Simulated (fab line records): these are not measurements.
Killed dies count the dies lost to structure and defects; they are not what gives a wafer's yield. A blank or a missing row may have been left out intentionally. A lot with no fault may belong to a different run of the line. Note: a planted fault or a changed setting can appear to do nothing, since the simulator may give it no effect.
Matching of chambers -- flow n5_finfet -- N5_PMOS_HMC_CHANNEL_EPI_CMP_21 on cmp-04: 4 sister chambers
The step polishes SiGe30, target thk 54 nm. 8 wafers are shown with their chamber, then 8 later ones without.

WAFERS, EACH WITH ITS CHAMBER
wafer,chamber,motor_current_A (A)
L074.5,3,12.9
L075.2,3,13.0
L078.1,1,12.9
L078.5,2,11.3
L079.3,0,12.6
L079.5,1,12.0
L079.6,0,11.4
L082.1,2,11.6

WAFERS MISSING THEIR CHAMBER
wafer,motor_current_A (A)
L082.3,12.2
L082.4,12.5
L084.1,11.9
L084.2,12.4
L084.4,12.5
L089.2,11.9
L089.4,13.1
L089.5,12.3

CHAMBER TAKEN BY EACH
wafer,from the rows above,in truth
L082.3,can't be placed: 0 or 1 or 2 or 3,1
L082.4,can't be placed: 1 or 3 or 0 or 2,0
L084.1,can't be placed: 0 or 2 or 1 or 3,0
L084.2,can't be placed: 1 or 0 or 3 or 2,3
L084.4,can't be placed: 1 or 3 or 0 or 2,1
L089.2,can't be placed: 0 or 2 or 1 or 3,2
L089.4,can't be placed: 3 or 1 or 0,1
L089.5,can't be placed: 1 or 0 or 3 or 2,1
Placed correctly: 0 of 8. These rows do not allow placing 8 (true chamber among the candidates in 8). Wrongly placed: 0.
How it was worked out, from the rows above alone: a wafer's distance from a chamber is the root of the sum, over the readings, of the square of ((its reading less the chamber's mean) divided by the reading's scatter). The wafer belongs to the nearest chamber; if the next one is less than 2 further off, it can't be placed. For every chamber, the mean is computed from those of its wafers that are shown. The scatter: take each reading less its chamber's mean, square it, sum over the shown wafers, divide by the number of wafers less the number of chambers, and take the root.
